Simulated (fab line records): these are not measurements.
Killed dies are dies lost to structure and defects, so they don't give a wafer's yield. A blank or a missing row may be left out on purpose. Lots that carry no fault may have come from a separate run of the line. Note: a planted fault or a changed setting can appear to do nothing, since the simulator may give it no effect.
fab line records	flow n5Finfet	part 1 of 2: steps 1 to 43 of 44
[record] lots = 5	wafers = 14	lastDay = 19
route steps=1938 shown MOL_CONTACT_COAG@620 BEOL_M0_SAQP@632 BEOL_M0@726 BEOL_M4@1111 PASSIVATION@1936
lots with no fault: from the same line, run without faults
startH: hours from the record's opening day to when the first of the lot's shown wafers began	waitH: hours since the lot's step before	" the same as in the row above	L1.1+2: a row that stands for several wafers	- no value present, or no start provided	* or withheld: withheld	< > ~ a bound
route shown NAME@n: NAME is a module with steps in the file, n the number in the route of the first one	usual: mean/standard deviation taken from wafers without a fault	same: alike in all rows	chamber/n: place in a boat	sites: per-site readings	_std_site: the standard deviation of these	_edge_site: mean of outer sites minus mean of inner sites	radiusMm: how far each site lies from the wafer's centre	mask NAME#n: copy n	behind: the tool/chamber that last shaped the wafer	hold: cause of the lot's hold/its duration in hours/its outcome	device: the n, p or np transistor that did not switch	end of line: tests of these same wafers at the route's end	a step given without rows: its recipe and nothing more	killed: dies lost to structure and defects at the first sort, not the wafer's yield	map: per-die view of a wafer (x killed, . not killed, _ where there is no die)
set.NAME: the run value of the setting; set.NAME@STEP: its run value at that earlier step	model.NAME: the simulator's own value behind a step, which no gauge read
lots seen at some steps along the route; tables by step, rows by wafer
services: when a tool's chamber went out of use (startH, in hours from the record's first day, below 0 if earlier), for how many hours, and the reason
[[steps]]
[step N5_MOL_CONTACT_COAG_PRECLEAN_138]
[recipe] chemistry = alkalineClean	tempC = 60	timeS = 60	doPpb = 50
[step N5_MOL_CONTACT_COAG_SRD_139]
[recipe] dry = ipaMarangoni	timeS = 30	tempC = 23	rinseLiquid = diw
[step N5_MOL_CONTACT_COAG_CD_MEAS_101]
[recipe] targetCdNm = 16
[usual] cdNm = 16.0/0.33
lot.wafer	tool	chamber	startH	waitH	cdNm
L831.2	cdSem-03	-	102.57	0.0	16.3
L831.5	"	-	"	"	16.2
L843.3	cdSem-01	-	183.81	0.0	16.3
L843.4	"	-	"	"	16.0
L843.5	"	-	"	"	15.7
L845.2	cdSem-02	-	192.64	0.0	15.9
L845.4	"	-	"	"	15.8
L845.6	"	-	"	"	15.5
L848.1	cdSem-03	-	203.74	0.0	16.5
L848.5	"	-	"	"	16.0
L848.6	"	-	"	"	15.7
L852.1	cdSem-01	-	235.05	0.0	16.0
L852.4	"	-	"	"	16.4
L852.5	"	-	"	"	16.1
[step N5_MOL_CONTACT_COAG_PRE_CLEAN_121]
[recipe] gas = H2/He	timeS = *	tempC = withheld
[step N5_MOL_CONTACT_COAG_CVD_140]
[recipe] material = W	targetThkA = 665	mode = selectiveFill	tempC = 300	timeS = 215
[usual] heaterPowerW = 435/69
[same] timeS = 215
lot.wafer	tool	chamber	startH	waitH	heaterPowerW
L831.2	cvdW-01	0	102.70	0.1	348
L831.5	"	1	"	"	512
L843.3	cvdW-01	1	184.02	0.1	502
L843.4	"	0	"	"	350
L843.5	"	1	"	"	513
L845.2	cvdW-01	1	192.77	0.1	518
L845.4	"	1	"	"	499
L845.6	"	0	"	"	354
L848.1	cvdW-01	1	203.87	0.1	514
L848.5	"	1	"	"	505
L848.6	"	0	"	"	349
L852.1	cvdW-02	0	235.18	0.1	443
L852.4	"	1	"	"	474
L852.5	"	0	"	"	442
[step N5_MOL_CONTACT_COAG_PRECLEAN_127]
[recipe] chemistry = DIW	timeS = 57.5	tempC = 23
[step N5_MOL_CONTACT_COAG_SRD_128]
[recipe] dryTimeS = 32	dry = n2Spin	spinRpm = 1500
[step N5_MOL_CONTACT_COAG_CMP_52]
[recipe] stopOn = SiO2	tOverpolishS = 1.5	postCmpClean = wDiluteNh4oh	downForcePsi = 4	platenRpm = 50.289	padVelocityMS = 1.0006	targetThkNm = 66.5
[step N5_MOL_CONTACT_COAG_THK_MEAS_53]
[recipe] reads = SiO2_of_MOL_CONTACT_COAG_PECVD_31
[usual] VIA_MOL_THK = 44.2/0.59
lot.wafer	tool	chamber	startH	waitH	VIA_MOL_THK[nm]
L831.2	filmMetro-01	-	103.32	-	44.1
L831.5	"	-	"	"	44.6
L843.3	filmMetro-01	-	184.56	-	44.3
L843.4	"	-	"	"	45.2
L843.5	"	-	"	"	44.3
L845.2	filmMetro-02	-	193.38	-	43.3
L845.4	"	-	"	"	44.6
L845.6	"	-	"	"	44.2
L848.1	filmMetro-01	-	204.49	-	43.6
L848.5	"	-	"	"	43.6
L848.6	"	-	"	"	44.4
L852.1	filmMetro-01	-	235.86	-	43.8
L852.4	"	-	"	"	44.6
L852.5	"	-	"	"	44.7
[step N5_MOL_CONTACT_COAG_ANNEAL_112]
[recipe] tempC = 400	timeS = 1800	ambient = HPD2	pressureAtm = 10
[step N5_MOL_CONTACT_COAG_INSPECT_97]
[recipe] inspectInstrument = darkfield	mode = postAnneal
[usual] rawDefectCount = 45/18
lot.wafer	tool	chamber	startH	waitH	rawDefectCount
L831.2	defectInspect-02	-	106.40	0.1	62
L831.5	"	-	"	"	93
L843.3	defectInspect-02	-	187.64	0.1	33
L843.4	"	-	"	"	76
L843.5	"	-	"	"	45
L845.2	defectInspect-01	-	198.98	0.1	25
L845.4	"	-	"	"	39
L845.6	"	-	"	"	34
L848.1	defectInspect-02	-	207.54	0.0	25
L848.5	"	-	"	"	29
L848.6	"	-	"	"	38
L852.1	defectInspect-02	-	238.93	0.0	54
L852.4	"	-	"	"	24
L852.5	"	-	"	"	33
[step N5_BEOL_M0_SAQP_PECVD_00]
[recipe] material = SiCN	targetThkA = 80	tempC = withheld	precursor = 3MS/NH3	pressureTorr = 3	rfW = 202	timeS = 14
[usual] showerheadPlenumPTorr = 3.667/0.016	throttleValvePct = 9.2/0.67
lot.wafer	tool	chamber	startH	waitH	showerheadPlenumPTorr	throttleValvePct	model.SiCN_of_BEOL_M0_SAQP_PECVD_00.thkNm
L831.2	pecvd-03	2	106.71	0.2	3.659	7.9	7.8
L831.5	"	0	"	"	3.702	10.0	8
L843.3	pecvd-03	0	187.94	0.1	3.697	9.8	8.6
L843.4	"	2	"	"	3.663	7.9	8.2
L843.5	"	0	"	"	3.702	9.7	8.6
L845.2	pecvd-02	1	199.31	0.2	3.671	9.4	7.8
L845.4	"	2	"	"	3.677	8.8	8.2
L845.6	"	1	"	"	3.678	9.3	8
L848.1	pecvd-04	0	207.87	0.2	3.653	10.0	8.2
L848.5	"	2	"	"	3.680	8.6	8.2
L848.6	"	0	"	"	3.663	10.1	8.2
L852.1	pecvd-02	1	239.26	0.2	3.658	9.6	7.8
L852.4	"	2	"	"	3.670	7.9	8.2
L852.5	"	0	"	"	3.653	8.7	8
[step N5_BEOL_M0_SAQP_ILD_DEP_01]
[recipe] material = SiOC	targetThkA = 454.19	tempC = 350	precursor = DEMS/O2	pressureTorr = 5	rfW = 500	timeS = 8.7
[step N5_BEOL_M0_SAQP_HM_DEP_02]
[recipe] material = TiN	targetThkA = 120	tempC = 25	chamberPressurePa = 0.49996
[step N5_BEOL_M0_SAQP_PECVD_03]
[recipe] material = SiCN	targetThkA = 120	tempC = withheld	precursor = 3MS/NH3	pressureTorr = 3	rfW = 202	timeS = 21.1
[step N5_BEOL_M0_SAQP_PECVD_96]
[recipe] material = a-Si	targetThkA = 450	tempC = 350	precursor = SiH4/He	pressureTorr = 3	rfW = 100	timeS = 45.2
[step N5_BEOL_M0_SAQP_PECVD_97]
[recipe] material = SiNx	targetThkA = 230	tempC = 350	precursor = SiH4/NH3/N2	pressureTorr = 1.5	rfW = 300	timeS = 19.9
[usual] heaterPowerW = 570/76	showerheadPlenumPTorr = 5.15/0.081	throttleValvePct = 40.4/2.7
[same] timeS = 19.9
lot.wafer	tool	chamber	startH	waitH	heaterPowerW	showerheadPlenumPTorr	throttleValvePct
L831.2	pecvd-02	1	109.09	0.0	663	5.18	41.9
L831.5	"	1	"	"	669	5.17	42.1
L843.3	pecvd-02	0	190.67	0.0	545	5.05	38.2
L843.4	"	2	"	"	581	5.19	38.7
L843.5	"	0	"	"	550	5.05	38.3
L845.2	pecvd-02	2	201.10	0.0	546	5.18	38.5
L845.4	"	2	"	"	575	5.19	38.9
L845.6	"	0	"	"	562	5.05	38.4
L848.1	pecvd-04	2	209.64	0.0	595	5.18	39.1
L848.5	"	1	"	"	452	5.07	42.1
L848.6	"	0	"	"	624	5.08	45.0
L852.1	pecvd-02	1	240.12	0.0	671	5.18	42.1
L852.4	"	2	"	"	546	5.17	35.4
L852.5	"	1	"	"	684	5.17	42.0
[step N5_BEOL_M0_SAQP_PECVD_04]
[recipe] material = a-Si	targetThkA = 600	tempC = 350	precursor = SiH4/He	pressureTorr = 3	rfW = 100	timeS = 60.2
[usual] heaterPowerW = 644/81	showerheadPlenumPTorr = 5.67/0.06	throttleValvePct = 18.4/1.2
[same] timeS = 60.2
lot.wafer	tool	chamber	startH	waitH	heaterPowerW	showerheadPlenumPTorr	throttleValvePct
L831.2	pecvd-02	1	109.13	0.0	711	5.68	18.9
L831.5	"	1	"	"	729	5.70	19.1
L843.3	pecvd-02	0	190.71	0.0	709	5.60	17.5
L843.4	"	2	"	"	578	5.69	18.1
L843.5	"	0	"	"	708	5.61	17.5
L845.2	pecvd-02	2	201.14	0.0	528	5.71	17.8
L845.4	"	2	"	"	538	5.69	17.6
L845.6	"	0	"	"	658	5.61	17.5
L848.1	pecvd-04	2	209.68	0.0	654	5.71	17.8
L848.5	"	1	"	"	518	5.62	19.1
L848.6	"	0	"	"	709	5.61	20.3
L852.1	pecvd-02	1	240.16	0.0	732	5.68	19.1
L852.4	"	2	"	"	591	5.69	16.4
L852.5	"	1	"	"	733	5.69	19.3
[step N5_BEOL_M0_SAQP_THK_MEAS_05]
[usual] thkNm = 59.9/0.71
lot.wafer	tool	chamber	startH	waitH	thkNm
L831.2	filmMetro-01	-	109.22	0.1	59.2
L831.5	"	-	"	"	60.9
L843.3	filmMetro-02	-	190.80	0.1	59.0
L843.4	"	-	"	"	60.6
L843.5	"	-	"	"	61.4
L845.2	filmMetro-01	-	201.24	0.1	59.0
L845.4	"	-	"	"	59.7
L845.6	"	-	"	"	59.9
L848.1	filmMetro-01	-	209.78	0.1	59.4
L848.5	"	-	"	"	60.7
L848.6	"	-	"	"	60.3
L852.1	filmMetro-01	-	240.26	0.1	59.5
L852.4	"	-	"	"	61.2
L852.5	"	-	"	"	60.8
[step N5_BEOL_M0_SAQP_HM_DEP_111]
[recipe] material = SiO2	targetThkA = 120	tempC = 400	precursor = SiH4/N2O	pressureTorr = 0.75	rfW = 275	timeS = 7.2
[usual] heaterPowerW = 806/110	showerheadPlenumPTorr = 8.17/0.16
[same] timeS = 7.2
lot.wafer	tool	chamber	startH	waitH	heaterPowerW	showerheadPlenumPTorr
L831.2	pecvd-04	0	109.26	0.0	882	8.01
L831.5	"	0	"	"	860	8.02
L843.3	pecvd-04	2	190.84	0.0	791	8.26
L843.4	"	1	"	"	610	8.00
L843.5	"	2	"	"	803	8.25
L845.2	pecvd-02	0	201.28	0.0	784	7.99
L845.4	"	0	"	"	781	7.97
L845.6	"	1	"	"	929	8.22
L848.1	pecvd-02	0	209.82	0.0	806	7.97
L848.5	"	0	"	"	786	7.98
L848.6	"	1	"	"	950	8.20
L852.1	pecvd-02	1	240.34	0.1	984	8.20
L852.4	"	0	"	"	831	7.96
L852.5	"	2	"	"	746	8.21
[step N5_BEOL_M0_SAQP_COAT_81]
[recipe] resist = SOC	tempC = 250	timeS = 60	spinRpm = 1500	resistThkNm = 100
[step N5_BEOL_M0_SAQP_COAT_82]
[recipe] resist = SiARC	tempC = 220	timeS = 60	spinRpm = 1500	resistThkNm = 30
[step N5_BEOL_M0_SAQP_COAT_08]
[recipe] resist = CAR-ArF	spinRpm = 1500	resistThkNm = 90
[step N5_BEOL_M0_SAQP_EBR_10]
[recipe] solvent = PGMEA	ebrWidthMm = 1.5
[step N5_BEOL_M0_SAQP_SOFTBAKE_09]
[recipe] tempC = 110	timeS = 60	resist = CAR-ArF
[step N5_BEOL_M0_SAQP_EXPOSE_11]
[recipe] maskId = M0_CORE	na = 1.35	sourceShape = dipole	sigmaInner = 0.538	sigmaOuter = 0.738	polarization = te	targetCdNm = 42	doseMj = 55
[step N5_BEOL_M0_SAQP_PEB_12]
[recipe] pebTempC = withheld	pebTimeS = 60	resist = CAR-ArF
[step N5_BEOL_M0_SAQP_DEVELOP_13]
[recipe] developTimeS = 30	developer = TMAH	resist = CAR-ArF	devTempC = 23	rinseLiquid = diw	dry = airSpin
[step N5_BEOL_M0_SAQP_CD_MEAS_14]
[recipe] targetCdNm = 42.5	landingEnergyEv = 500	detector = seInlens
[usual] cdNm = 42.3/0.34
[same] landingEnergyEv = 500
lot.wafer	tool	chamber	startH	waitH	cdNm
L831.2	cdSem-03	0	109.71	-	42.2
L831.5	"	0	"	"	42.8
L843.3	cdSem-01	0	191.29	-	42.6
L843.4	"	0	"	"	42.2
L843.5	"	0	"	"	42.2
L845.2	cdSem-02	0	201.60	-	42.2
L845.4	"	0	"	"	42.5
L845.6	"	0	"	"	42.3
L848.1	cdSem-02	0	210.17	-	41.8
L848.5	"	0	"	"	42.1
L848.6	"	0	"	"	41.8
L852.1	cdSem-02	0	240.79	-	42.4
L852.4	"	0	"	"	42.2
L852.5	"	0	"	"	42.2
[step N5_BEOL_M0_SAQP_OVL_MEAS_15]
[recipe] pointsPerWafer = 44
[usual] M0_CORE_OVL = 0.2/0.71
lot.wafer	tool	chamber	startH	waitH	M0_CORE_OVL[nm]
L831.2	overlay-02	0	109.74	0.0	-0.1
L831.5	"	0	"	"	-1.0
L843.3	overlay-02	0	191.32	0.0	-0.3
L843.4	"	0	"	"	-0.1
L843.5	"	0	"	"	-0.1
L845.2	overlay-01	0	201.63	0.0	-0.8
L845.4	"	0	"	"	-0.8
L845.6	"	0	"	"	-1.0
L848.1	overlay-01	0	210.20	0.0	-0.2
L848.5	"	0	"	"	-0.5
L848.6	"	0	"	"	-0.4
L852.1	overlay-01	0	240.82	0.0	1.1
L852.4	"	0	"	"	0.7
L852.5	"	0	"	"	0.7
[step N5_BEOL_M0_SAQP_INSPECT_16]
[recipe] mode = adi	inspectInstrument = brightfield
[usual] rawDefectCount = 497/99
lot.wafer	tool	chamber	startH	waitH	rawDefectCount
L831.2	defectInspect-02	-	109.76	0.0	533
L831.5	"	-	"	"	462
L843.3	defectInspect-01	-	191.34	0.0	388
L843.4	"	-	"	"	399
L843.5	"	-	"	"	431
L845.2	defectInspect-01	-	201.65	0.0	415
L845.4	"	-	"	"	559
L845.6	"	-	"	"	419
L848.1	defectInspect-01	-	210.22	0.0	502
L848.5	"	-	"	"	409
L848.6	"	-	"	"	565
L852.1	defectInspect-02	-	240.84	0.0	426
L852.4	"	-	"	"	511
L852.5	"	-	"	"	507
[step N5_BEOL_M0_SAQP_DESCUM_19]
[recipe] chemistry = O2	timeS = 7.9	sourcePowerW = 50	biasPowerW = 20	pressureMtorr = 20	rfFrequencyHz = 2.712e+07	tempC = 40	resist = CAR-ArF	o2FlowSccm = 225
[step N5_BEOL_M0_SAQP_ETCH_83]
[recipe] chemistry = CF4	target = SiARC	targetDepthA = 390	maskMaterial = CAR-ArF	timeS = 65	ionEnergyEv = 80	pressureMtorr = 40	sourceW = 545	biasW = 36	Ar_flow_sccm = 100	cf4FlowSccm = 100	ends = cleared
[step N5_BEOL_M0_SAQP_ETCH_84]
[recipe] chemistry = N2/H2	target = SOC	targetDepthA = 1000	overetchA = 200	maskMaterial = SiARC	tempC = 40	timeS = 150	ionEnergyEv = 200	pressureMtorr = 30	sourceW = 840	biasW = 150	n2FlowSccm = 200	h2FlowSccm = 200
[usual] drypumpMotorCurrentA = 5.5/0.5	oesProductAu = 0.70/0.062	rfVppV = 524.5/1.7	showerheadPlenumPTorr = 2.57/0.062	throttleValvePct = 17.87/0.18
[same] timeS = 150
lot.wafer	tool	chamber	startH	waitH	drypumpMotorCurrentA	oesProductAu	rfHoursCounterH	rfVppV	showerheadPlenumPTorr	throttleValvePct
L831.2	rieDiel-02	0	109.88	0.0	5.3	0.65	184	523.1	2.53	18.22
L831.5	"	0	"	"	5.3	0.65	-	524.7	2.53	18.21
L843.3	rieDiel-04	1	191.46	0.0	6.1	0.68	169	525.6	2.65	17.85
L843.4	"	2	"	"	5.0	0.76	74	522.1	2.46	17.87
L843.5	"	0	"	"	5.1	0.70	-	523.9	2.56	17.69
L845.2	rieDiel-06	0	201.91	0.0	4.9	0.62	236	522.4	2.52	17.67
L845.4	"	2	"	"	5.8	0.67	167	523.2	2.53	18.15
L845.6	"	3	"	"	6.3	0.82	-	523.5	2.51	17.81
L848.1	rieDiel-04	0	210.71	0.0	5.1	0.70	101	524.3	2.55	17.72
L848.5	"	1	"	"	6.1	0.67	-	525.2	2.64	17.86
L848.6	"	2	"	"	4.9	0.76	-	521.0	2.45	17.89
L852.1	rieDiel-02	1	241.32	0.0	5.7	0.69	160	523.4	2.55	17.93
L852.4	"	0	"	"	5.3	0.63	222	522.8	2.52	18.26
L852.5	"	2	"	"	6.4	0.80	-	525.5	2.59	17.72
[step N5_BEOL_M0_SAQP_STRIP_80]
[recipe] chemistry = N2/H2	tempC = 40	n2FlowSccm = 200	h2FlowSccm = 200	rfFrequencyHz = 6e+07
[step N5_BEOL_M0_SAQP_HM_OPEN_112]
[recipe] chemistry = CHF3/O2	target = SiO2	stopOn = a-Si	targetDepthA = 120	overEtchFrac = 1.25	maskMaterial = SOC	timeS = 13.5	pressureMtorr = 30	sourceW = 650	biasW = 170	Ar_flow_sccm = 200	CHF3_flow_sccm = 50	O2_flow_sccm = 5	ionEnergyEv = 200	ends = endPoint
[step N5_BEOL_M0_SAQP_STRIP_113]
[recipe] chemistry = CHF3/O2	resist = SiARC	rfFrequencyHz = 6e+07
[step N5_BEOL_M0_SAQP_MANDREL_ETCH_20]
[recipe] targetDepthA = 600	chemistry = HBr/Cl2	target = a-Si	stopOn = SiNx	btTimeS = 10	maskMaterial = SOC	overEtchFrac = 0.5	timeS = 30	pressureMtorr = 10	icpW = 800	biasW = 75	HBr_flow_sccm = 150	Cl2_flow_sccm = 80	ends = endPoint
[step N5_BEOL_M0_SAQP_STRIP_86]
[recipe] chemistry = N2/H2	powerW = 500	tempC = 40	pressureMtorr = 50	rfFrequencyHz = 6e+07	overashFraction = 0.3	biasPowerW = 28	h2Frac = 0.5	n2FlowSccm = 300	h2FlowSccm = 300
[step N5_BEOL_M0_SAQP_STRIP_115]
[recipe] chemistry = postEtchResidueRemover	timeS = 60	tempC = 25	removerPh = withheld	removerWaterWtPct = withheld	removerFluorideWtPct = withheld
[step N5_BEOL_M0_SAQP_SRD_93]
[recipe] dry = ipaMarangoni	timeS = 30	tempC = 23	rinseLiquid = diw
[step N5_BEOL_M0_ETCH_109]
[recipe] chemistry = CH3F/O2	targetDepthA = 80	overetchA = 24	target = SiCN	timeS = 27.4	ionEnergyEv = 120	pressureMtorr = 30	sourceW = 395	biasW = 75	Ar_flow_sccm = 150	CH3F_flow_sccm = 30	O2_flow_sccm = 20
[usual] drypumpMotorCurrentA = 5.8/0.42	oesProductAu = 0.64/0.077	rfVppV = 297.0/1.7	showerheadPlenumPTorr = 1.99/0.073	throttleValvePct = 16.40/0.26
[same] timeS = 27.4
lot.wafer	tool	chamber	startH	waitH	drypumpMotorCurrentA	oesProductAu	rfHoursCounterH	rfVppV	showerheadPlenumPTorr	throttleValvePct	model.etch.depthNm
L831.2	rieDiel-05	0	117.08	0.0	6.1	0.59	223	295.7	1.90	16.31	7.757
L831.5	"	1	"	"	5.5	0.60	-	296.5	1.97	16.46	7.976
L843.3	rieDiel-03	3	197.83	0.1	5.1	0.64	-	295.6	1.90	16.59	8.55
L843.4	"	2	"	"	5.2	0.58	-	298.1	1.98	16.74	8.101
L843.5	"	2	"	"	5.2	0.60	-	295.6	1.98	16.72	8.632
L845.2	rieDiel-03	0	209.77	0.0	6.2	0.59	216	299.3	2.06	16.59	7.811
L845.4	"	0	"	"	6.2	0.61	-	298.1	2.06	16.60	8.276
L845.6	"	1	"	"	6.1	0.87	-	297.1	1.96	15.66	8.077
L848.1	rieDiel-05	2	216.91	0.0	6.1	0.63	186	299.1	2.07	16.57	8.272
L848.5	"	2	"	"	6.2	0.63	-	299.0	2.07	16.57	8.13
L848.6	"	3	"	"	6.1	0.62	-	294.9	1.89	16.32	8.221
L852.1	rieDiel-03	2	250.74	0.2	5.2	0.79	8	296.4	1.97	16.23	7.809
L852.4	"	0	"	"	6.2	0.58	233	299.1	2.06	16.62	8.135
L852.5	"	1	"	"	6.1	0.80	-	296.2	1.95	15.70	7.958
[step N5_BEOL_M4_RC_MEAS_101]
[usual] DIBL_N = 36.3/2.2	DIBL_P = 36.0/2.4	IOFF_N = 0.16/0.042	IOFF_P = 0.22/0.041	ION_N = 672/14	ION_P = 462/7.9	SS_N = 71.7/0.76	SS_P = 73.3/0.72	VT_N = 250/3.6	VT_P = -249/3
lot.wafer	tool	chamber	startH	waitH	DIBL_N[mV/V]	DIBL_P[mV/V]	IOFF_N[nA/um]	IOFF_P[nA/um]	ION_N[uA/um]	ION_P[uA/um]	SS_N[mV/dec]	SS_P[mV/dec]	VT_N[mV]	VT_P[mV]
L831.2	prober-02	0	167.54	0.2	33.5	32.9	0.13	0.16	664	457	71.2	72.7	251	-252
L831.5	"	0	"	"	33.1	32.7	0.11	0.16	658	458	71.1	72.8	254	-255
L843.3	prober-02	0	243.75	0.3	34.7	34.9	0.15	0.21	669	467	71.2	73.2	248	-250
L843.4	"	0	"	"	36.3	36.5	0.19	0.23	682	468	72.6	73.5	249	-248
L843.5	"	0	"	"	37.1	37.6	0.20	0.26	679	465	72.4	72.7	246	-247
L845.2	prober-02	0	266.07	0.2	33.7	35.6	0.13	0.21	661	466	70.9	72.8	253	-248
L845.4	"	0	"	"	32.2	33.7	0.11	0.18	659	461	70.5	73.8	255	-250
L845.6	"	0	"	"	36.8	39.1	0.18	0.25	672	465	72.0	74.0	248	-251
L848.1	prober-01	0	269.53	0.0	33.7	33.3	0.11	0.15	661	456	70.8	72.6	257	-256
L848.5	"	0	"	"	33.9	32.6	0.11	0.15	644	437	71.5	72.1	253	-253
L848.6	"	0	"	"	31.5	30.9	0.09	0.13	651	452	70.0	71.6	256	-256
L852.1	prober-01	0	342.31	0.4	36.2	37.5	0.17	0.22	681	462	71.8	72.8	251	-248
L852.4	"	0	"	"	35.7	36.7	0.17	0.21	677	462	71.1	73.6	250	-250
L852.5	"	0	"	"	36.9	38.0	0.19	0.23	686	466	72.3	73.8	249	-248
[[key]]
firstSign none at tools or gauges
[modelEffect] step = N5_BEOL_M0_SAQP_PECVD_00	value = SiCN_of_BEOL_M0_SAQP_PECVD_00.thkNm	without = 8	struck = 8.6
[modelEffect] step = N5_BEOL_M0_ETCH_109	value = etch.depthNm	without = 8.027	struck = 8.591
metAt N5_BEOL_M0_SAQP_PECVD_00
struckWafers L843.3,L843.5
onsetBetween 106.71 187.94
[fault] kind = processParameterDrift	tool = pecvd-03	chamber = 0	onsetH = 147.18	steps = N5_BEOL_M0_SAQP_PECVD_00	channel = timeS	offset = *	shape = step	endH = 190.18	actsIn = *	stated = *
